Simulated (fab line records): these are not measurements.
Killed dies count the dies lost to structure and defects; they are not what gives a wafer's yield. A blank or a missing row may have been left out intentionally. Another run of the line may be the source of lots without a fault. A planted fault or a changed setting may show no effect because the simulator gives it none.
Chamber matching + flow nand_harc + 4 sister chambers for NHARC_A_STAIRCASE_TRIM_20 on rie_diel-02
The step chemistry O2, time 211.2 s. 20 wafers are shown with their chamber, then 10 later ones without.

## WAFERS, EACH WITH ITS CHAMBER
| wafer  | chamber | showerhead_plenum_p_Torr (Torr) | drypump_motor_current_A (A) | oes_product_au (a.u.) |
|--------|---------|---------------------------------|-----------------------------|-----------------------|
| L074.2 | 3       | 3.61                            | 5.2                         | 1.003                 |
| L074.3 | 3       | 3.61                            | 5.2                         | 0.996                 |
| L074.5 | 0       | 3.32                            | 5.6                         | 1.005                 |
| L077.1 | 3       | 3.61                            | 5.2                         | 1.004                 |
| L077.2 | 0       | 3.32                            | 5.6                         | 1.005                 |
| L077.5 | 2       | 3.43                            | 6.0                         | 1.005                 |
| L078.1 | 3       | 3.60                            | 5.3                         | 0.995                 |
| L078.3 | 2       | 3.43                            | 6.0                         | 1.007                 |
| L078.5 | 3       | 3.60                            | 5.2                         | 0.999                 |
| L081.1 | 1       | 3.75                            | 5.8                         | 0.993                 |
| L081.4 | 0       | 3.31                            | 5.6                         | 0.993                 |
| L081.6 | 2       | 3.42                            | 6.0                         | 0.989                 |
| L085.3 | 0       | 3.30                            | 5.6                         | 1.007                 |
| L085.4 | 2       | 3.41                            | 6.0                         | 0.988                 |
| L085.6 | 2       | 3.41                            | 6.0                         | 1.004                 |
| L086.1 | 0       | 3.30                            | 5.7                         | 1.005                 |
| L086.3 | 3       | 3.59                            | 5.2                         | 0.998                 |
| L086.5 | 2       | 3.41                            | 6.0                         | 0.988                 |
| L087.1 | 2       | 3.41                            | 6.0                         | 0.997                 |
| L087.2 | 1       | 3.73                            | 5.8                         | 0.993                 |

SIGNATURES, as means of the wafers listed above
| reading                  | chamber 0 | chamber 1 | chamber 2 | chamber 3 | scatter within a chamber |
|--------------------------|-----------|-----------|-----------|-----------|--------------------------|
| showerhead_plenum_p_Torr | 3.3100    | 3.7400    | 3.4171    | 3.6033    | 0.00961                  |
| drypump_motor_current_A  | 5.620     | 5.800     | 6.000     | 5.217     | 0.032                    |
| oes_product_au           | 1.00300   | 0.99300   | 0.99686   | 0.99917   | 0.00629                  |
Rule: a wafer's distance from a chamber is the root of the sum, over the readings, of the square of ((its reading less the chamber's mean) divided by the reading's scatter). If the next closest chamber is less than 2 further off than the closest, the wafer can't be placed; otherwise it belongs to the closest. The scatter: the root of (the sum of the squares of (reading less its chamber's mean) over the shown wafers, divided by (wafers less chambers)).

## WAFERS WHOSE CHAMBER IS MISSING
| wafer  | showerhead_plenum_p_Torr (Torr) | drypump_motor_current_A (A) | oes_product_au (a.u.) |
|--------|---------------------------------|-----------------------------|-----------------------|
| L087.5 | 3.73                            | 5.8                         | 0.998                 |
| L089.1 | 3.41                            | 6.0                         | 0.989                 |
| L089.3 | 3.73                            | 5.8                         | 1.001                 |
| L089.4 | 3.58                            | 5.2                         | 0.990                 |
| L092.3 | 3.29                            | 5.6                         | 1.004                 |
| L092.4 | 3.40                            | 6.0                         | 0.996                 |
| L092.6 | 3.72                            | 5.8                         | 1.000                 |
| L097.2 | 3.29                            | 5.6                         | 1.002                 |
| L097.3 | 3.39                            | 6.0                         | 1.003                 |
| L097.6 | 3.29                            | 5.6                         | 1.011                 |

## WHICH CHAMBER EACH ONE RAN IN
| wafer  | from the rows above | in truth |
|--------|---------------------|----------|
| L087.5 | 1                   | 1        |
| L089.1 | 2                   | 2        |
| L089.3 | 1                   | 1        |
| L089.4 | 3                   | 3        |
| L092.3 | 0                   | 0        |
| L092.4 | 2                   | 2        |
| L092.6 | 1                   | 1        |
| L097.2 | 0                   | 0        |
| L097.3 | 2                   | 2        |
| L097.6 | 0                   | 0        |
Correct placement for 10 of the 10. Left unplaced by these rows: 0. Wrongly placed: 0.
